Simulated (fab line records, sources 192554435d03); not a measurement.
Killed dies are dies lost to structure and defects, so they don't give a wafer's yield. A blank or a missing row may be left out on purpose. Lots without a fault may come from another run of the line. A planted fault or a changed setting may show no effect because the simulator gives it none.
Which tool did it? | flow n5_finfet | 9 lots, 27 wafers sampled, at 7 steps of a route of 1938

WHAT THE GAUGES READ, wafer by wafer
N5_BEOL_M2_INSPECT_59: inspects for defects (darkfield).
lot  | measured     | on                | raw_defect_count
L112 | day 7 19:50  | defect_inspect-02 | 49 124 66
L114 | day 8 01:38  | defect_inspect-02 | 83 97 73
L116 | day 8 17:28  | defect_inspect-01 | 63 44 65
L117 | day 8 22:05  | defect_inspect-02 | 96 71 97
L119 | day 9 18:42  | defect_inspect-02 | 55 98 117
L120 | day 9 21:49  | defect_inspect-02 | 72 52 70
L123 | day 10 14:28 | defect_inspect-02 | 52 44 88
L124 | day 10 21:19 | defect_inspect-02 | 80 104 96
L127 | day 11 13:50 | defect_inspect-02 | 1209 1217 38

N5_BEOL_M3_INSPECT_13: inspects for defects (brightfield).
lot  | measured     | on                | raw_defect_count
L112 | day 7 21:20  | defect_inspect-01 | 311 417 325
L114 | day 8 04:31  | defect_inspect-01 | 246 349 388
L116 | day 8 18:48  | defect_inspect-01 | 389 385 382
L117 | day 9 00:37  | defect_inspect-02 | 554 409 518
L119 | day 9 21:28  | defect_inspect-01 | 267 388 374
L120 | day 10 00:28 | defect_inspect-02 | 421 375 327
L123 | day 10 17:57 | defect_inspect-02 | 427 415 551
L124 | day 11 00:02 | defect_inspect-01 | 340 344 501
L127 | day 11 15:07 | defect_inspect-02 | 1473 1596 382

N5_BEOL_M4_RC_MEAS_101.
lot  | measured     | on        | DIBL_N (mV/V)  | DIBL_P (mV/V)  | IOFF_N (nA/um)    | IOFF_P (nA/um) | ION_N (uA/um) | ION_P (uA/um) | SS_N (mV/dec)  | SS_P (mV/dec)  | VT_N (mV)   | VT_P (mV)
L112 | day 9 00:02  | prober-02 | 33.6 36.0 35.5 | 35.7 38.2 37.7 | 0.140 0.180 0.182 | 0.19 0.24 0.22 | 675 683 686   | 461 466 462   | 70.7 71.5 71.5 | 74.2 73.6 74.4 | 247 245 246 | -252 -249 -248
L114 | day 9 14:56  | prober-02 | 34.1 35.1 35.1 | 32.8 32.7 32.5 | 0.123 0.135 0.121 | 0.19 0.19 0.18 | 667 666 654   | 463 460 452   | 70.3 70.8 70.6 | 72.7 72.9 72.9 | 251 249 253 | -251 -251 -252
L116 | day 10 16:01 | prober-02 | 39.0 35.8 36.0 | 40.1 36.8 36.7 | 0.230 0.172 0.174 | 0.33 0.25 0.25 | 693 676 679   | 476 474 471   | 72.4 72.2 71.8 | 75.6 73.9 73.8 | 247 245 252 | -242 -241 -246
L117 | day 10 06:46 | prober-01 | 34.0 35.1 34.4 | 34.3 34.7 34.0 | 0.135 0.151 0.135 | 0.19 0.20 0.19 | 681 682 681   | 471 466 467   | 70.8 70.5 70.9 | 72.8 72.7 71.7 | 251 246 252 | -250 -248 -250
L119 | day 11 00:26 | prober-01 | 35.3 32.1 34.6 | 35.3 31.7 35.5 | 0.149 0.108 0.132 | 0.23 0.17 0.21 | 674 662 664   | 465 460 462   | 71.1 70.5 71.6 | 73.4 71.9 72.2 | 251 254 253 | -250 -250 -246
L120 | day 11 01:06 | prober-02 | 33.6 33.6 34.0 | 32.8 33.8 34.8 | 0.111 0.130 0.126 | 0.17 0.20 0.20 | 659 674 656   | 452 474 458   | 70.7 70.3 71.2 | 71.5 72.5 72.3 | 256 249 255 | -253 -250 -248
L123 | day 11 22:42 | prober-02 | 35.4 33.1 32.8 | 36.4 33.2 33.1 | 0.139 0.101 0.107 | 0.19 0.15 0.15 | 662 649 663   | 460 449 449   | 71.7 71.2 71.0 | 73.9 72.4 72.7 | 252 256 256 | -250 -253 -255
L124 | day 11 19:53 | prober-01 | 36.2 34.2 35.7 | 36.4 35.0 36.0 | 0.143 0.112 0.139 | 0.19 0.17 0.19 | 669 657 677   | 458 459 465   | 71.5 71.6 70.9 | 73.0 72.5 73.7 | 250 255 251 | -252 -251 -252
L127 | day 13 03:14 | prober-01 | 35.8 34.0 37.7 | 35.4 33.6 37.9 | 0.139 0.103 0.166 | 0.19 0.17 0.23 | 667 641 659   | 461 449 453   | 71.4 71.2 71.9 | 72.9 73.1 73.5 | 256 257 251 | -252 -254 -252

WHICH TOOL RAN EACH LOT (tool, then ch and the chambers of the sampled wafers, then the start)
lot  | N5_BEOL_M2_SPUTTER_94        | N5_BEOL_M2_SPUTTER_96        | N5_BEOL_M2_PRE_CLEAN_60         | N5_BEOL_M2_PRE_CLEAN_56
L112 | pvd_sputter-02, day 7 18:33  | pvd_sputter-02, day 7 18:46  | cvd_co-01 ch 1,2, day 7 19:35   | pecvd-01 ch 0,1,2, day 7 19:43
L114 | pvd_sputter-01, day 8 00:20  | pvd_sputter-01, day 8 00:34  | cvd_co-01 ch 0,1,2, day 8 01:23 | pecvd-01 ch 1,2, day 8 01:31
L116 | pvd_sputter-02, day 8 16:10  | pvd_sputter-02, day 8 16:23  | cvd_co-01 ch 0,1, day 8 17:13   | pecvd-01 ch 1,2, day 8 17:21
L117 | pvd_sputter-01, day 8 20:48  | pvd_sputter-01, day 8 21:01  | cvd_co-02 ch 0,1,2, day 8 21:50 | pecvd-04 ch 1,2, day 8 21:59
L119 | pvd_sputter-02, day 9 17:22  | pvd_sputter-02, day 9 17:35  | cvd_co-02 ch 0,2, day 9 18:25   | pecvd-02 ch 0,2, day 9 18:33
L120 | pvd_sputter-02, day 9 20:11  | pvd_sputter-02, day 9 20:25  | cvd_co-01 ch 0,1,2, day 9 21:32 | pecvd-02 ch 0,2, day 9 21:40
L123 | pvd_sputter-02, day 10 12:41 | pvd_sputter-02, day 10 12:55 | cvd_co-02 ch 0,1, day 10 14:11  | pecvd-04 ch 0,1, day 10 14:19
L124 | pvd_sputter-03, day 10 19:59 | pvd_sputter-03, day 10 20:13 | cvd_co-01 ch 0,1, day 10 21:02  | pecvd-04 ch 1,2, day 10 21:10
L127 | pvd_sputter-02, day 11 12:23 | pvd_sputter-02, day 11 12:37 | cvd_co-02 ch 0,1, day 11 13:35  | pecvd-04 ch 1,2, day 11 13:43
- N5_BEOL_M2_SPUTTER_94: material Cu, target thk 4.5 nm, time 8.29 s.
- N5_BEOL_M2_SPUTTER_96: material Cu, target thk 4.5 nm, time 8.29 s.
- N5_BEOL_M2_PRE_CLEAN_60: time 15 s.
- N5_BEOL_M2_PRE_CLEAN_56: time 15 s.

WHAT THE TOOLS THEMSELVES READ (means of the sampled wafers that have a number; where no wafer has one, the mark that the record gives instead)
N5_BEOL_M2_SPUTTER_94.
lot  | tool           | throttle_valve_pct (%)
L112 | pvd_sputter-02 | 29.2
L114 | pvd_sputter-01 | 30.1
L116 | pvd_sputter-02 | 29.9
L117 | pvd_sputter-01 | 28.5
L119 | pvd_sputter-02 | 30.0
L120 | pvd_sputter-02 | 29.6
L123 | pvd_sputter-02 | 29.6
L124 | pvd_sputter-03 | 30.1
L127 | pvd_sputter-02 | 29.6

N5_BEOL_M2_SPUTTER_96.
lot  | tool           | throttle_valve_pct (%)
L112 | pvd_sputter-02 | 29.2
L114 | pvd_sputter-01 | 30.0
L116 | pvd_sputter-02 | 30.1
L117 | pvd_sputter-01 | 28.6
L119 | pvd_sputter-02 | 30.1
L120 | pvd_sputter-02 | 29.7
L123 | pvd_sputter-02 | 29.5
L124 | pvd_sputter-03 | 30.0
L127 | pvd_sputter-02 | 29.6

N5_BEOL_M2_PRE_CLEAN_60.
lot  | tool      | heater_power_w (W) | rf_fwd_power_W (W)
L112 | cvd_co-01 | 81                 | 297.6
L114 | cvd_co-01 | 73                 | 295.7
L116 | cvd_co-01 | 72                 | 296.0
L117 | cvd_co-02 | 69                 | 297.1
L119 | cvd_co-02 | 88                 | 296.6
L120 | cvd_co-01 | 72                 | 297.4
L123 | cvd_co-02 | 61                 | 297.5
L124 | cvd_co-01 | 62                 | 295.0
L127 | cvd_co-02 | 61                 | 297.4

N5_BEOL_M2_PRE_CLEAN_56.
lot  | tool     | rf_fwd_power_W (W)
L112 | pecvd-01 | 296.1
L114 | pecvd-01 | 296.4
L116 | pecvd-01 | 295.4
L117 | pecvd-04 | 293.5
L119 | pecvd-02 | 295.9
L120 | pecvd-02 | 298.0
L123 | pecvd-04 | 295.2
L124 | pecvd-04 | 292.8
L127 | pecvd-04 | 293.5

THE ANSWER, worked out from the rows above alone
Rule: what is usual is taken from the lots themselves. Put in order of their means at a reading, lots are off if they are a third of the lots or fewer, leave a main group of 4 or more, and stand apart from it by a gap of 3 or more times the standard deviation of the main group's means; of several such gaps the widest counts. A main group whose means are all the same, to the digits that the tables above print for the reading, isn't used. A lot without any number at a reading at which 4 lots or more have one is off too. The other lots that the step has rows for count as sound. The gauges are gone through in route order, then the tools' own readings, and for those a lot's mean is taken as printed above. The first step at which some lot is off is used, and at that step the reading that is off furthest; a lot without a number counts as furthest.
Off: L127, at N5_BEOL_M2_INSPECT_59 (raw_defect_count). The main group: mean 77, standard deviation 13.
A tool fits if, at a process step before that reading, it ran every lot that is off, and no sound lot after the first of them. The gauges at N5_BEOL_M2_INSPECT_59 are tried like those tools. Can't be told from this: 4 tools fit, pvd_sputter-02 at N5_BEOL_M2_SPUTTER_94 and N5_BEOL_M2_SPUTTER_96, cvd_co-02 at N5_BEOL_M2_PRE_CLEAN_60, pecvd-04 at N5_BEOL_M2_PRE_CLEAN_56, defect_inspect-02 at N5_BEOL_M2_INSPECT_59.

WHAT THE SIMULATOR HAD PUT IN
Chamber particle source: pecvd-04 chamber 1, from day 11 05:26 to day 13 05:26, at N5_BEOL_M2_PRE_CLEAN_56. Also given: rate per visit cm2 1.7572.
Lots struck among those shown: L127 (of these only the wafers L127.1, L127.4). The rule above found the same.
